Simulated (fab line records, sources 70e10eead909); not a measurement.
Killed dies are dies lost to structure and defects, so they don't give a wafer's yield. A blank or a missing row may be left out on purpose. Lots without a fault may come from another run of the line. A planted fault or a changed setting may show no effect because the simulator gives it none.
Chamber matching | flow nand_harc | NHARC_A_BONDPAD_STRIP_15 on rie_diel-04: 4 sister chambers
The step strips in O2. 18 wafers are shown with their chamber, then 9 later ones without.

WAFERS WITH THEIR CHAMBER
wafer  | chamber | showerhead_plenum_p_Torr (Torr) | drypump_motor_current_A (A) | oes_product_au (a.u.)
L076.1 | 0       | 3.57                            | 5.7                         | 0.992
L076.3 | 1       | 3.36                            | 5.7                         | 1.005
L076.5 | 0       | 3.57                            | 5.7                         | 0.996
L077.1 | 1       | 3.36                            | 5.7                         | 0.999
L077.3 | 2       | 3.61                            | 5.2                         | 1.012
L077.6 | 0       | 3.57                            | 5.7                         | 1.000
L080.3 | 1       | 3.35                            | 5.7                         | 1.009
L080.4 | 3       | 3.33                            | 6.1                         | 0.992
L080.5 | 2       | 3.61                            | 5.3                         | 1.021
L083.2 | 3       | 3.33                            | 6.1                         | 0.976
L083.3 | 0       | 3.57                            | 5.7                         | 1.014
L083.5 | 3       | 3.33                            | 6.1                         | 0.989
L087.1 | 1       | 3.35                            | 5.8                         | 0.998
L087.2 | 3       | 3.33                            | 6.1                         | 0.990
L087.3 | 2       | 3.61                            | 5.2                         | 1.009
L090.1 | 2       | 3.61                            | 5.2                         | 1.003
L090.5 | 3       | 3.33                            | 6.1                         | 0.993
L090.6 | 2       | 3.61                            | 5.2                         | 1.012

SIGNATURES (means of the wafers above)
reading                  | chamber 0 | chamber 1 | chamber 2 | chamber 3 | scatter within a chamber
showerhead_plenum_p_Torr | 3.5700    | 3.3550    | 3.6100    | 3.3300    | 0.00267
drypump_motor_current_A  | 5.700     | 5.725     | 5.220     | 6.100     | 0.0333
oes_product_au           | 1.00050   | 1.00275   | 1.01140   | 0.98800   | 0.00715
Rule: a wafer's distance from a chamber is the root of the sum, over the readings, of the square of ((its reading less the chamber's mean) divided by the reading's scatter). The wafer belongs to the nearest chamber; if the next one is less than 2 further off, it can't be placed. The scatter: the root of (the sum of the squares of (reading less its chamber's mean) over the shown wafers, divided by (wafers less chambers)).

WAFERS WITHOUT THEIR CHAMBER
wafer  | showerhead_plenum_p_Torr (Torr) | drypump_motor_current_A (A) | oes_product_au (a.u.)
L094.2 | 3.35                            | 5.7                         | 1.002
L094.4 | 3.33                            | 6.1                         | 1.006
L094.6 | 3.61                            | 5.2                         | 0.998
L097.1 | 3.35                            | 5.7                         | 1.012
L097.2 | 3.61                            | 5.2                         | 0.995
L097.3 | 3.32                            | 6.1                         | 0.995
L097.4 | 3.57                            | 5.7                         | 0.984
L097.5 | 3.61                            | 5.2                         | 1.000
L097.6 | 3.35                            | 5.7                         | 1.005

WHICH CHAMBER EACH WENT THROUGH
wafer  | from the rows above | in truth
L094.2 | 1                   | 1
L094.4 | 3                   | 3
L094.6 | 2                   | 2
L097.1 | 1                   | 1
L097.2 | 2                   | 2
L097.3 | 3                   | 3
L097.4 | 0                   | 0
L097.5 | 2                   | 2
L097.6 | 1                   | 1
Placed correctly: 9 of 9. Can't be placed from these rows: 0. Placed wrongly: 0.
